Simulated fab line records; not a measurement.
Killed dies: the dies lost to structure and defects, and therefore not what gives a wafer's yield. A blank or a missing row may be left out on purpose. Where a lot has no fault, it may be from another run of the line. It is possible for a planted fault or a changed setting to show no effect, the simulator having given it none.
What tool caused it? -- flow n5-finfet -- Sampling: 11 lots, 33 wafers, 2 of 1938 route steps

WHAT THE GAUGES READ, wafer by wafer
N5_BEOL_M7_CD_MEAS_11: the cd target is 38.5 nm.
lot,measured,on,cd-nm (nm)
L222,day 9 04:38,cd-sem-01,37.9 39.0 38.2
L223,day 9 08:43,cd-sem-03,38.4 38.8 38.4
L224,day 9 11:46,cd-sem-02,37.5 38.4 38.0
L233,day 12 02:48,cd-sem-03,37.8 38.2 38.3
L234,day 12 08:26,cd-sem-01,37.9 38.0 38.0
L237,day 13 06:54,cd-sem-01,39.4 38.4 39.1
L238,day 13 10:48,cd-sem-03,37.6 37.3 37.8
L242,day 14 14:26,cd-sem-02,39.3 38.5 38.5
L241,day 15 06:12,cd-sem-02,38.3 39.1 38.0
L244,day 15 10:19,cd-sem-02,38.4 38.1 37.4
L245,day 16 06:46,cd-sem-03,38.3 38.7 38.1

WHAT TOOL EACH LOT RAN ON (gives the tool, then ch and the chambers of the sampled wafers, and finally the start)
lot,N5_BEOL_M6_SPUTTER_48
L222,"pvd-sputter-01, day 8 23:44"
L223,"pvd-sputter-02, day 9 05:11"
L224,"pvd-sputter-03, day 9 09:12"
L233,"pvd-sputter-03, day 11 20:47"
L234,"pvd-sputter-03, day 12 04:18"
L237,"pvd-sputter-03, day 13 02:35"
L238,"pvd-sputter-02, day 13 07:48"
L242,"pvd-sputter-02, day 14 11:58"
L241,"pvd-sputter-03, day 15 02:14"
L244,"pvd-sputter-01, day 15 06:08"
L245,"pvd-sputter-01, day 16 03:44"
- N5_BEOL_M6_SPUTTER_48: material Cu, target thk 10 nm, time 1.667 s.

THE ANSWER, worked out from the rows above alone
Rule: what is usual is taken from the lots themselves. The widest of any qualifying gaps counts: lots, ordered by their means at a reading, are off when they make up no more than a third of the lots, leave a main group of 4 or more, and stand apart from it by 3 or more times the standard deviation of that group's means. A main group is skipped when, at the precision printed for the reading in the tables above, its means are all equal. Also off: a lot with no number at a reading for which 4 or more lots have one. Any other lot the step has rows for is counted as sound.
Across all readings shown, no lot is off: no conclusion can be drawn from this.

WHAT HAD BEEN PUT IN BY THE SIMULATOR
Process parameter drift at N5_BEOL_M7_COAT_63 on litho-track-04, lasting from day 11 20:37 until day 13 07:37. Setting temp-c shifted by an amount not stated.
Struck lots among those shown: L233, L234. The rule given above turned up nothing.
